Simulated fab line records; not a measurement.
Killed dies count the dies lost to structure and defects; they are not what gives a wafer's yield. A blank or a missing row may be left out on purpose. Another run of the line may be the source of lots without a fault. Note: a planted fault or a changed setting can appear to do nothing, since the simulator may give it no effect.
Which of the tools did it? || flow nand-harc || 6 lots, 18 wafers sampled, at 5 steps of a route of 1159

WHAT THE GAUGES READ, wafer by wafer
NHARC_END_SORT_01.
{"lot": "L432", "measured": "day 20 22:04", "on": "prober-02", "killed-at-periphery": "3 5 1"}
{"lot": "L441", "measured": "day 22 13:08", "on": "prober-02", "killed-at-periphery": 0}
{"lot": "L443", "measured": "day 23 12:03", "on": "prober-01", "killed-at-periphery": "4 6 1"}
{"lot": "L450", "measured": "day 24 18:07", "on": "prober-01", "killed-at-periphery": "2 4 3"}

TOOL THAT RAN EACH LOT (tool first, then ch and the chambers of the sampled wafers, then the start)
{"lot": "L430", "NHARC_A_WL_FILL_ALD_00": "ald-hk-04 ch 1,2, day 14 22:36", "NHARC_A_WL_FILL_STRIP_29": "rie-diel-03 ch 0,1,3, day 15 20:43", "NHARC_A_WL_FILL_ETCHBACK_26": "rie-si-05 ch 1,2,3, day 16 02:10", "NHARC_A_CONTACT_DEP_28": "acl-dep-02 ch 0, day 16 14:53"}
{"lot": "L432", "NHARC_A_WL_FILL_ALD_00": "ald-hk-02 ch 0,1,2, day 15 08:37", "NHARC_A_WL_FILL_STRIP_29": "rie-diel-12 ch 0,2,3, day 15 23:09", "NHARC_A_WL_FILL_ETCHBACK_26": "rie-si-03 ch 1,2, day 16 02:10", "NHARC_A_CONTACT_DEP_28": "acl-dep-01 ch 0, day 16 15:10"}
{"lot": "L441", "NHARC_A_WL_FILL_ALD_00": "ald-hk-02 ch 0,1,3, day 17 19:59", "NHARC_A_WL_FILL_STRIP_29": "rie-diel-12 ch 0,1,2, day 18 10:37", "NHARC_A_WL_FILL_ETCHBACK_26": "rie-si-02 ch 0,1,3, day 18 15:56", "NHARC_A_CONTACT_DEP_28": "acl-dep-01 ch 0, day 18 22:34"}
{"lot": "L445", "NHARC_A_WL_FILL_ALD_00": "ald-hk-02 ch 0,2, day 18 16:05", "NHARC_A_WL_FILL_STRIP_29": "rie-diel-08 ch 0,3, day 19 10:23", "NHARC_A_WL_FILL_ETCHBACK_26": "rie-si-03 ch 0,1,2, day 19 15:26", "NHARC_A_CONTACT_DEP_28": "acl-dep-03 ch 0, day 20 02:24"}
{"lot": "L443", "NHARC_A_WL_FILL_ALD_00": "ald-hk-04 ch 0,1,3, day 18 16:15", "NHARC_A_WL_FILL_STRIP_29": "rie-diel-12 ch 0,1,3, day 19 13:29", "NHARC_A_WL_FILL_ETCHBACK_26": "rie-si-02 ch 1,3, day 19 18:47", "NHARC_A_CONTACT_DEP_28": "acl-dep-01 ch 0, day 20 04:49"}
{"lot": "L450", "NHARC_A_WL_FILL_ALD_00": "ald-hk-02 ch 1,3, day 20 00:05", "NHARC_A_WL_FILL_STRIP_29": "rie-diel-08 ch 1,2,3, day 20 18:51", "NHARC_A_WL_FILL_ETCHBACK_26": "rie-si-03 ch 0,2, day 20 23:55", "NHARC_A_CONTACT_DEP_28": "acl-dep-02 ch 0, day 21 12:40"}
- NHARC_A_WL_FILL_ALD_00: deposits Al2O3, target thk 3 nm, pulse time 3 s, ald cycles 30.
- NHARC_A_WL_FILL_STRIP_29: strips in O2, time 20 s.
- NHARC_A_WL_FILL_ETCHBACK_26: etches the open film in HBr, target depth 52 nm, time 13.3 s.
- NHARC_A_CONTACT_DEP_28: deposits aC, target thk 3600 nm.

THE ANSWER, worked out from the rows above alone
Rule: what is usual is taken from the lots themselves. Put in order of their means at a reading, lots are off if they are a third of the lots or fewer, leave a main group of 4 or more, and stand apart from it by a gap of 3 or more times the standard deviation of the main group's means; of several such gaps the widest counts. Not used: any main group whose means are identical at the precision the tables above print for the reading. A lot without any number at a reading at which 4 lots or more have one is off too. The other lots that the step has rows for count as sound.
No lot is off on any of the readings shown, so nothing can be concluded from this.

WHAT THE SIMULATOR HAD INSERTED
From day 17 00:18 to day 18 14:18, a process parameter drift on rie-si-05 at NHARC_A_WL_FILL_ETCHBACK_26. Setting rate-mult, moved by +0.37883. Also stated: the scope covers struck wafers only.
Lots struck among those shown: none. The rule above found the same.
